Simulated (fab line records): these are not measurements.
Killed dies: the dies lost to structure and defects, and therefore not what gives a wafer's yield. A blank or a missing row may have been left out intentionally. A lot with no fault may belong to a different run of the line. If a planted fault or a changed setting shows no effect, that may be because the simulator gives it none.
Which tool is to blame? ; flow nandHarc ; at 1 step of a route of 1302, 12 lots with 36 wafers sampled

## WHAT THE GAUGES SHOWED, per wafer
NHARC_P_M0_CD_MEAS_09: target cd 90 nm.
lot;measured;on;cdNm (nm)
L075;day 6 13:41;cdSem-02;89.5 89.4 89.8
L077;day 7 06:13;cdSem-01;88.8 89.1 89.1
L079;day 8 01:37;cdSem-03;90.2 90.7 90.5
L081;day 9 04:49;cdSem-03;90.1 90.3 89.0
L083;day 10 01:11;cdSem-02;90.3 89.5 89.9
L085;day 11 03:29;cdSem-01;90.2 89.4 89.5
L089;day 12 02:13;cdSem-02;90.5 90.8 90.5
L088;day 12 05:07;cdSem-02;89.7 89.9 89.8
L091;day 13 06:28;cdSem-02;90.3 90.6 89.6
L093;day 14 02:05;cdSem-01;90.6 90.3 90.2
L095;day 15 02:21;cdSem-01;89.1 89.5 89.6
L097;day 15 14:22;cdSem-03;90.2 90.8 89.2

## TOOL THAT RAN EACH LOT (tool first, then ch and the chambers of the sampled wafers, then the start)
There is no process step in the record ahead of these readings.

## THE ANSWER, worked out from the rows above alone
Rule: what is usual is taken from the lots themselves. Put in order of their means at a reading, lots are off if they are a third of the lots or fewer, leave a main group of 4 or more, and stand apart from it by a gap of 3 or more times the standard deviation of the main group's means; of several such gaps the widest counts. A main group whose means are all the same, to the digits that the tables above print for the reading, isn't used. Also off: a lot with no number at a reading for which 4 or more lots have one. Where the step has rows for the other lots, those lots are counted as sound.
No lot is off on any of the readings shown, so nothing can be concluded from this.

## WHAT THE SIMULATOR PUT IN
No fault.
